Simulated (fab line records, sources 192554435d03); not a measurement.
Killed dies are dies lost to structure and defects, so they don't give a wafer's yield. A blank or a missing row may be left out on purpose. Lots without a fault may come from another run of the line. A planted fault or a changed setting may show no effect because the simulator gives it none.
Which tool did it? | flow n5_finfet | 9 lots, 27 wafers sampled, at 6 steps of a route of 1938

WHAT THE GAUGES READ, wafer by wafer
N5_BEOL_M4_RC_MEAS_101. Usual: DIBL_N 36.0 mV/V, standard deviation 1.8; DIBL_P 36.3 mV/V, standard deviation 2.4; IOFF_N 0.16 nA/um, standard deviation 0.035; IOFF_P 0.21 nA/um, standard deviation 0.036; ION_N 673 uA/um, standard deviation 13; ION_P 461 uA/um, standard deviation 7.2; SS_N 71.4 mV/dec, standard deviation 0.6; SS_P 73.2 mV/dec, standard deviation 0.7; VT_N 250 mV, standard deviation 4; VT_P -250.9 mV, standard deviation 2.9.
lot  | measured     | on        | DIBL_N (mV/V)  | DIBL_P (mV/V)  | IOFF_N (nA/um) | IOFF_P (nA/um) | ION_N (uA/um) | ION_P (uA/um) | SS_N (mV/dec)  | SS_P (mV/dec)  | VT_N (mV)   | VT_P (mV)            | flag
L849 | day 8 20:15  | prober-02 | 36.7 34.7 39.2 | 38.2 33.9 41.4 | 0.19 0.14 0.25 | 0.25 0.17 0.32 | 675 666 693   | 465 457 473   | 72.5 72.2 72.8 | 73.7 72.5 74.6 | 248 250 242 | -248.4 -252.9 -245.7 |
L851 | day 9 03:07  | prober-02 | 34.3 34.0 32.7 | 33.5 32.9 30.7 | 0.16 0.14 0.12 | 0.21 0.19 0.16 | 678 670 653   | 463 459 461   | 70.8 71.3 71.3 | 73.2 72.7 72.2 | 246 250 252 | -247.1 -249.6 -251.3 |
L853 | day 10 02:00 | prober-02 | 32.7 34.2 35.7 | 32.6 34.1 37.3 | 0.10 0.12 0.15 | 0.14 0.16 0.20 | 643 663 692   | 446 453 471   | 70.0 71.5 71.5 | 71.9 72.7 73.3 | 259 255 248 | -257.7 -254.1 -249.6 |
L856 | day 10 05:17 | prober-01 | 37.1 38.0 40.5 | 38.9 39.6 43.6 | 0.18 0.18 0.26 | 0.20 0.22 0.29 | 690 681 697   | 466 464 464   | 70.7 71.6 72.0 | 73.9 74.2 74.2 | 244 247 242 | -253.0 -252.3 -248.7 |
L858 | day 11 04:19 | prober-02 | 36.3 34.5 36.6 | 37.7 34.6 37.1 | 0.18 0.15 0.19 | 0.22 0.18 0.21 | 682 671 683   | 457 456 464   | 71.2 70.8 71.7 | 74.1 72.5 73.6 | 248 248 244 | -251.5 -252.5 -253.3 |
L860 | day 11 08:05 | prober-01 | 35.0 38.4 38.7 | 33.1 38.1 39.4 | 0.12 0.20 0.20 | 0.16 0.23 0.25 | 660 671 673   | 450 455 459   | 70.9 72.2 71.8 | 73.1 73.1 74.1 | 254 248 248 | -254.4 -248.3 -248.3 |
L862 | day 11 10:08 | prober-02 | 35.4 36.7 34.1 | 34.5 35.9 33.8 | 0.16 0.19 0.14 | 0.22 0.23 0.20 | 674 676 674   | 466 461 462   | 71.8 71.8 71.0 | 73.3 73.2 72.8 | 249 248 249 | -246.7 -249.6 -249.5 |
L870 | day 14 07:43 | prober-02 | 37.5 37.7 36.6 | 39.3 39.7 38.0 | 0.18 0.18 0.16 | 0.24 0.25 0.23 | 691 680 685   | 475 471 474   | 71.0 72.0 71.1 | 73.8 74.1 73.4 | 246 247 246 | -246.5 -247.2 -248.1 |
L871 | day 14 06:26 | prober-01 | 37.2 37.9 39.3 | 37.1 36.6 38.0 | 0.16 0.16 0.20 | 0.21 0.21 0.25 | 673 681 687   | 457 461 464   | 71.4 72.1 72.2 | 73.4 74.0 73.7 | 250 250 247 | -252.4 -252.9 -246.7 |

WHICH TOOL RAN EACH LOT (tool, then ch and the chambers of the sampled wafers, then the start)
lot  | N5_BEOL_M4_PECVD_72             | N5_BEOL_M4_SPUTTER_92        | N5_BEOL_M4_SPUTTER_96        | N5_BEOL_M4_ANNEAL_51             | N5_BEOL_M4_CMP_52
L849 | pecvd-03 ch 1,2, day 7 14:47    | pvd_sputter-03, day 8 18:35  | pvd_sputter-03, day 8 19:01  | rtp_anneal-01 ch 0, day 8 19:17  | cmp-04 ch 1,3, day 8 19:37
L851 | pecvd-01 ch 1,2, day 8 17:37    | pvd_sputter-02, day 9 01:22  | pvd_sputter-02, day 9 01:48  | rtp_anneal-01 ch 0, day 9 02:03  | cmp-04 ch 0,1,2, day 9 02:23
L853 | pecvd-03 ch 0,1,2, day 9 07:45  | pvd_sputter-02, day 10 00:27 | pvd_sputter-02, day 10 00:53 | rtp_anneal-02 ch 0, day 10 01:05 | cmp-02 ch 0,1,2, day 10 01:23
L856 | pecvd-03 ch 0,1,2, day 9 12:28  | pvd_sputter-03, day 10 00:56 | pvd_sputter-03, day 10 01:23 | rtp_anneal-02 ch 0, day 10 01:46 | cmp-03 ch 0,1,2, day 10 03:50
L858 | pecvd-02 ch 0,2, day 10 13:53   | pvd_sputter-01, day 11 02:25 | pvd_sputter-01, day 11 02:51 | rtp_anneal-01 ch 0, day 11 03:11 | cmp-02 ch 0,1,2, day 11 03:26
L860 | pecvd-01 ch 0,1,2, day 10 18:04 | pvd_sputter-02, day 11 06:27 | pvd_sputter-02, day 11 06:53 | rtp_anneal-01 ch 0, day 11 07:05 | cmp-04 ch 1,2,3, day 11 07:27
L862 | pecvd-02 ch 0,1, day 10 22:04   | pvd_sputter-01, day 11 08:27 | pvd_sputter-01, day 11 08:53 | rtp_anneal-01 ch 0, day 11 09:08 | cmp-02 ch 0,1, day 11 09:23
L870 | pecvd-02 ch 0,1, day 13 18:22   | pvd_sputter-02, day 14 06:09 | pvd_sputter-02, day 14 06:35 | rtp_anneal-02 ch 0, day 14 06:48 | cmp-04 ch 1,2, day 14 07:07
L871 | pecvd-02 ch 0,1,2, day 13 20:01 | pvd_sputter-01, day 14 04:34 | pvd_sputter-01, day 14 05:00 | rtp_anneal-02 ch 0, day 14 05:26 | cmp-02 ch 1,2,3, day 14 05:43
- N5_BEOL_M4_PECVD_72: deposits SiO2 from TEOS/O2, target thk 16 nm, time 18 s.
- N5_BEOL_M4_SPUTTER_92: material Cu, target thk 4.5 nm, time 8.29 s.
- N5_BEOL_M4_SPUTTER_96: material Cu, target thk 4.5 nm, time 8.29 s.
- N5_BEOL_M4_ANNEAL_51: time 90 s.
- N5_BEOL_M4_CMP_52: polishes, stops on SiOC, t overpolish 6.8 s, target thk 40 nm.

WHAT THE TOOLS THEMSELVES READ (means of the sampled wafers that have a number; where no wafer has one, the mark that the record gives instead)
N5_BEOL_M4_PECVD_72. Usual: heater_power_w 724 W, standard deviation 95; showerhead_plenum_p_Torr 8.76 Torr, standard deviation 0.063; throttle_valve_pct 22.4 %, standard deviation 1.2.
lot  | tool     | heater_power_w (W) | showerhead_plenum_p_Torr (Torr) | throttle_valve_pct (%) | flag
L849 | pecvd-03 | 720                | 8.76                            | 22.9                   |
L851 | pecvd-01 | 848                | 8.73                            | 20.7                   |
L853 | pecvd-03 | 728                | 8.78                            | 23.2                   |
L856 | pecvd-03 | 742                | 8.76                            | 23.1                   |
L858 | pecvd-02 | 730                | 8.75                            | 21.8                   |
L860 | pecvd-01 | 722                | 8.73                            | 21.7                   |
L862 | pecvd-02 | 713                | 8.86                            | 22.4                   |
L870 | pecvd-02 | 737                | 8.86                            | 22.3                   |
L871 | pecvd-02 | 675                | 8.78                            | 22.1                   |

N5_BEOL_M4_SPUTTER_92. Usual: chuck_gas_flow_sccm 1.28 sccm, standard deviation 0.056; throttle_valve_pct 30.1 %, standard deviation 1.1.
lot  | tool           | chuck_gas_flow_sccm (sccm) | throttle_valve_pct (%) | flag
L849 | pvd_sputter-03 | 1.27                       | 30.0                   |
L851 | pvd_sputter-02 | 1.22                       | 29.3                   |
L853 | pvd_sputter-02 | 1.27                       | 30.0                   |
L856 | pvd_sputter-03 | 1.30                       | 29.9                   |
L858 | pvd_sputter-01 | 1.24                       | 31.3                   |
L860 | pvd_sputter-02 | 1.25                       | 28.9                   |
L862 | pvd_sputter-01 | 1.24                       | 30.6                   |
L870 | pvd_sputter-02 | 1.34                       | 29.9                   |
L871 | pvd_sputter-01 | 1.30                       | 30.5                   |

N5_BEOL_M4_SPUTTER_96. Usual: chuck_gas_flow_sccm 1.27 sccm, standard deviation 0.056; throttle_valve_pct 30.1 %, standard deviation 1.1.
lot  | tool           | chuck_gas_flow_sccm (sccm) | throttle_valve_pct (%) | flag
L849 | pvd_sputter-03 | 1.25                       | 30.2                   |
L851 | pvd_sputter-02 | 1.23                       | 29.5                   |
L853 | pvd_sputter-02 | 1.28                       | 30.1                   |
L856 | pvd_sputter-03 | 1.26                       | 30.1                   |
L858 | pvd_sputter-01 | 1.28                       | 31.3                   |
L860 | pvd_sputter-02 | 1.29                       | 29.0                   |
L862 | pvd_sputter-01 | 1.26                       | 30.5                   |
L870 | pvd_sputter-02 | 1.28                       | 29.9                   |
L871 | pvd_sputter-01 | 1.28                       | 30.5                   |

N5_BEOL_M4_ANNEAL_51. Usual: wafer_temp_C_max 225.98, standard deviation 0.24.
lot  | tool          | wafer_temp_C_max | flag
L849 | rtp_anneal-01 | 226.18           |
L851 | rtp_anneal-01 | 225.91           |
L853 | rtp_anneal-02 | 225.70           |
L856 | rtp_anneal-02 | 225.97           |
L858 | rtp_anneal-01 | 226.12           |
L860 | rtp_anneal-01 | 226.00           |
L862 | rtp_anneal-01 | 225.90           |
L870 | rtp_anneal-02 | 225.84           |
L871 | rtp_anneal-02 | 225.93           |

N5_BEOL_M4_CMP_52. Usual: barrier_field_endpoint_s 25.0 s, standard deviation 0.6; motor_current_A 6.0 A, standard deviation 0.72.
lot  | tool   | barrier_field_endpoint_s (s) | motor_current_A (A) | flag
L849 | cmp-04 | 24.4                         | 6.7                 |
L851 | cmp-04 | 24.8                         | 6.3                 |
L853 | cmp-02 | 24.7                         | 5.5                 |
L856 | cmp-03 | 25.3                         | 5.8                 |
L858 | cmp-02 | 25.7                         | 5.4                 |
L860 | cmp-04 | 25.4                         | 6.3                 |
L862 | cmp-02 | 26.0                         | 5.3                 |
L870 | cmp-04 | 27.2                         | 5.8                 | OFF
L871 | cmp-02 | 28.3                         | 5.3                 | OFF

THE ANSWER, worked out from the rows above alone
Rule: a lot is off if the mean of its wafers that have a number lies more than 3 standard deviations from the usual mean. A lot without any number at a reading at which 4 lots or more have one is off too. The other lots that the step has rows for count as sound. The gauges are gone through in route order, then the tools' own readings, and for those a lot's mean is taken as printed above. The first step at which some lot is off is used, and at that step the reading that is off furthest; a lot without a number counts as furthest.
Off: L870, L871, at N5_BEOL_M4_CMP_52 (barrier_field_endpoint_s).
A tool fits if, at that step or a process step before it, it ran every lot that is off, and no sound lot after the first of them. Can't be told from this: 2 tools fit, pecvd-02 at N5_BEOL_M4_PECVD_72, rtp_anneal-02 at N5_BEOL_M4_ANNEAL_51.

WHAT THE SIMULATOR HAD PUT IN
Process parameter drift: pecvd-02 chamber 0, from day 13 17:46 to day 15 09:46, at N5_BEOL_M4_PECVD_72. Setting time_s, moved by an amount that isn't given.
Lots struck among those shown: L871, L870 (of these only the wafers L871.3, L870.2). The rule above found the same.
